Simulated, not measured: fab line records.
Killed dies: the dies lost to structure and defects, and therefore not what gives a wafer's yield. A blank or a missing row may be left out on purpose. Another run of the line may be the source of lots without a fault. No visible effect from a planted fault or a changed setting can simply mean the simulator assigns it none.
Matching of chambers + flow n5-finfet + N5_BEOL_M12_ETCH_38 on rie-diel-05 has 4 sister chambers
The step etches SiCN in CF4/N2, target depth 68.7 nm, time 73.4 s. 4 wafers are shown with their chamber, then 8 later ones without.

## WAFERS, EACH WITH ITS CHAMBER
| wafer  | chamber | showerhead-plenum-p-Torr (Torr) |
|--------|---------|---------------------------------|
| L081.5 | 1       | 2.19                            |
| L085.4 | 0       | 2.02                            |
| L085.6 | 3       | 2.18                            |
| L090.1 | 2       | 2.36                            |

## WAFERS WITH NO CHAMBER GIVEN
| wafer  | showerhead-plenum-p-Torr (Torr) |
|--------|---------------------------------|
| L090.3 | 2.02                            |
| L090.4 | 2.36                            |
| L092.2 | 2.02                            |
| L092.3 | 2.18                            |
| L092.6 | 2.19                            |
| L096.3 | 2.35                            |
| L096.5 | 2.35                            |
| L096.6 | 2.17                            |

## THE CHAMBER EACH PASSED THROUGH
| wafer  | from the rows above     | in truth |
|--------|-------------------------|----------|
| L090.3 | 0                       | 0        |
| L090.4 | 2                       | 2        |
| L092.2 | 0                       | 0        |
| L092.3 | can't be placed: 3 or 1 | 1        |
| L092.6 | can't be placed: 1 or 3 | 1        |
| L096.3 | 2                       | 2        |
| L096.5 | 2                       | 2        |
| L096.6 | can't be placed: 3 or 1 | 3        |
5 of 8 placed correctly. These rows do not allow placing 3 (true chamber among the candidates in 3). 0 placed wrongly.
How it was worked out, from the rows above alone: a wafer's distance from a chamber is the root of the sum, over the readings, of the square of ((its reading less the chamber's mean) divided by the reading's scatter). If the next closest chamber is less than 2 further off than the closest, the wafer can't be placed; otherwise it belongs to the closest. For every chamber, the mean is computed from those of its wafers that are shown. The scatter: with one shown wafer a chamber, the root of the mean of the squares of how far each hidden wafer lies from its nearest shown one.
